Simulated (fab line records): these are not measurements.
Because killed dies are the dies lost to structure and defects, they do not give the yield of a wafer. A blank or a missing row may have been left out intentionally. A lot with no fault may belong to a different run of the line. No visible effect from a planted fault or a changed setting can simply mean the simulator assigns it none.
Which tool was responsible?	flow n5 finfet	8 lots, 24 wafers sampled, at 3 steps of a route of 1938

WHAT EACH GAUGE READ, for each wafer
N5_BEOL_M6_CD_MEAS_28: target cd 40 nm.
lot	measured	on	cd nm (nm)
L989	day 8 11:43	cd sem-03	39.85 39.89 39.62
L990	day 8 22:13	cd sem-02	39.85 39.35 39.64
L991	day 8 22:10	cd sem-03	40.01 40.07 39.60
L992	day 9 14:12	cd sem-03	40.03 39.82 39.75
L994	day 9 20:47	cd sem-02	39.93 39.88 40.22
L999	day 11 15:29	cd sem-03	40.78 40.75 40.68
L103	day 12 18:56	cd sem-03	40.19 39.94 39.78
L111	day 15 00:49	cd sem-01	40.02 39.66 40.21

WHAT TOOL EACH LOT RAN ON (gives the tool, then ch and the chambers of the sampled wafers, and finally the start)
lot	N5_BEOL_M6_STRIP_67	N5_BEOL_M6_EXPOSE_25
L989	rie diel-01 ch 1,2, day 8 10:28	euv scanner-02 ch 0, day 8 11:35
L990	rie diel-02 ch 0,2,3, day 8 20:22	euv scanner-01 ch 0, day 8 22:05
L991	rie diel-02 ch 0,1, day 8 20:58	euv scanner-01 ch 0, day 8 22:02
L992	rie diel-01 ch 1,2,3, day 9 10:05	euv scanner-02 ch 0, day 9 14:04
L994	rie diel-01 ch 0,2, day 9 17:59	euv scanner-01 ch 0, day 9 20:40
L999	rie diel-01 ch 0,2, day 11 14:47	euv scanner-02 ch 0, day 11 15:20
L103	rie diel-01 ch 0,1, day 12 17:41	euv scanner-01 ch 0, day 12 18:48
L111	rie diel-06 ch 0,3, day 14 23:43	euv scanner-01 ch 0, day 15 00:41
- N5_BEOL_M6_STRIP_67: strips in CF4.
- N5_BEOL_M6_EXPOSE_25: exposes mask V5, target cd 40 nm.

THE ANSWER, worked out from the rows above alone
Rule: the usual values come from the lots themselves. Put in order of their means at a reading, lots are off if they are a third of the lots or fewer, leave a main group of 4 or more, and stand apart from it by a gap of 3 or more times the standard deviation of the main group's means; of several such gaps the widest counts. Not used: any main group whose means are identical at the precision the tables above print for the reading. A lot without any number at a reading at which 4 lots or more have one is off too. All remaining lots with rows at the step are treated as sound.
Off: L999 (N5_BEOL_M6_CD_MEAS_28, cd nm). For the main group the mean is 39.87 nm and the standard deviation 0.13.
A tool fits if, at a process step before that reading, it ran every lot that is off, and no sound lot after the first of them. Those tools and the gauges at N5_BEOL_M6_CD_MEAS_28 are tried in the same way. One fits: N5_BEOL_M6_EXPOSE_25 on euv scanner-02. A fault onset in the window from L992 (day 9 14:04, its last sound lot) to L999 (day 11 15:20, its first lot off) fits.

WHAT THE SIMULATOR HAD INSERTED
Process parameters drifting: euv scanner-02 at N5_BEOL_M6_EXPOSE_25, beginning at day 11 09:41. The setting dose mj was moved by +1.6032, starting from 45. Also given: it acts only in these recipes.
Shown lots that were struck: L999. The rule above found the same.
